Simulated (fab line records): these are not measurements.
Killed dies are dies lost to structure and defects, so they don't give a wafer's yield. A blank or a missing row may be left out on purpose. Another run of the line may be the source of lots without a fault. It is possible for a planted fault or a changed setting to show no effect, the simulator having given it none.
A lot that was struck, set against a sound lot :: flow nand_harc :: 14 steps out of a route of 1302
Sound: wafers L384.1, L384.3, L384.5. Wafers L386.2, L386.3, L386.6 were the ones struck. The cause is named last.
For every step that has rows: the tool of each side, followed by ch and its chambers, followed by its first start. Under that, the readings that differ: sound wafers :: struck wafers :: difference of the means :: sigmas: that difference in standard deviations of wafers without a fault.
alike: readings with means less than 2 such deviations apart, plus words and numbers identical on both sides. not compared: withheld readings, readings lacking a value on some wafer, bounds such as >300 that could conceal the same value, and numbers that have no deviation in the record and whose values overlap.
A row with sigmas, a row that says differs or no value, or rows on one side alone: a step with any of these is where the two part. Non-overlapping numbers with no deviation appear without sigmas and do not part them. Lack of a reading on every wafer of one side parts them only where that side has two or more wafers.

first, 4 steps without rows for these wafers: NHARC_A_WL_FILL_STRIP_28 (strips in post etch residue remover, time 1200 s); NHARC_A_WL_FILL_PRECLEAN_06 (cleans in DIW, time 300 s); NHARC_A_WL_FILL_SRD_07; NHARC_A_WL_FILL_ANNEAL_08 (time 1800 s).
NHARC_A_WL_FILL_ALD_10: deposits SiO2, target thk 50 nm, pulse time 10 s, ald cycles 500.
  sound on ald_hk-02 ch 1,2,3, day 26 04:29; struck on ald_hk-02 ch 0,2, day 27 16:59
  alike: heater_power_w, precursor_pulse_height_rel
NHARC_A_WL_FILL_ETCHBACK_16: etches the open film in C4F8/O2/Ar, target depth 120 nm, time 24 s.
  sound on rie_diel-05 ch 0,1; struck on rie_diel-05 ch 0,2
  alike: oes_product_au, rf_vpp_V
  not compared: rf_hours_counter_h
NHARC_A_WL_FILL_STRIP_29: strips in O2, time 20 s.
  sound on rie_diel-05 ch 0,1,2, day 26 09:11; struck on rie_diel-05 ch 0,3, day 27 21:11
  alike: drypump_motor_current_A, oes_product_au, rf_vpp_V, showerhead_plenum_p_Torr, throttle_valve_pct
  not compared: rf_hours_counter_h
NHARC_A_WL_FILL_ETCHBACK_17: etches the open film in Cl2/BCl3, target depth 4 nm, time 26.7 s.
  sound on rie_metal-01 ch 0,1, day 26 09:17; struck on rie_metal-03 ch 0,1, day 27 21:16
  alike: drypump_motor_current_A, oes_product_au
  not compared: rf_hours_counter_h
then, 3 steps without rows for these wafers: NHARC_A_WL_FILL_PRECLEAN_18 (cleans in dHF, time 30 s); NHARC_A_WL_FILL_SRD_21; NHARC_A_WL_FILL_CVD_23 (deposits poly-Si, target thk 40 nm, time 800 s).
NHARC_A_WL_FILL_ETCHBACK_26: etches the open film in HBr, target depth 52 nm, time 13.3 s.
  sound on rie_si-01 ch 0,3, day 26 14:23; struck on rie_si-04 ch 2,3, day 28 01:13
reading: oes_product_au (a.u.)
sound: 0.991 1.012 0.978
struck: 0.893 0.915 0.908
difference: -0.088
sigmas: -6
  alike: drypump_motor_current_A, hbr_flow_sccm, throttle_valve_pct
  not compared: rf_hours_counter_h
then, 2 steps without rows for these wafers: NHARC_A_WL_FILL_PRECLEAN_30 (cleans in dHF, time 10 s); NHARC_END_SORT_01.

## WHERE THEY PART
Only at NHARC_A_WL_FILL_ETCHBACK_26, within this record.

WHY: whatever the simulator had introduced
Process parameter drift: rie_si-04, from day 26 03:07 on, at NHARC_A_WL_FILL_ETCHBACK_26. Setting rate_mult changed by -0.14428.
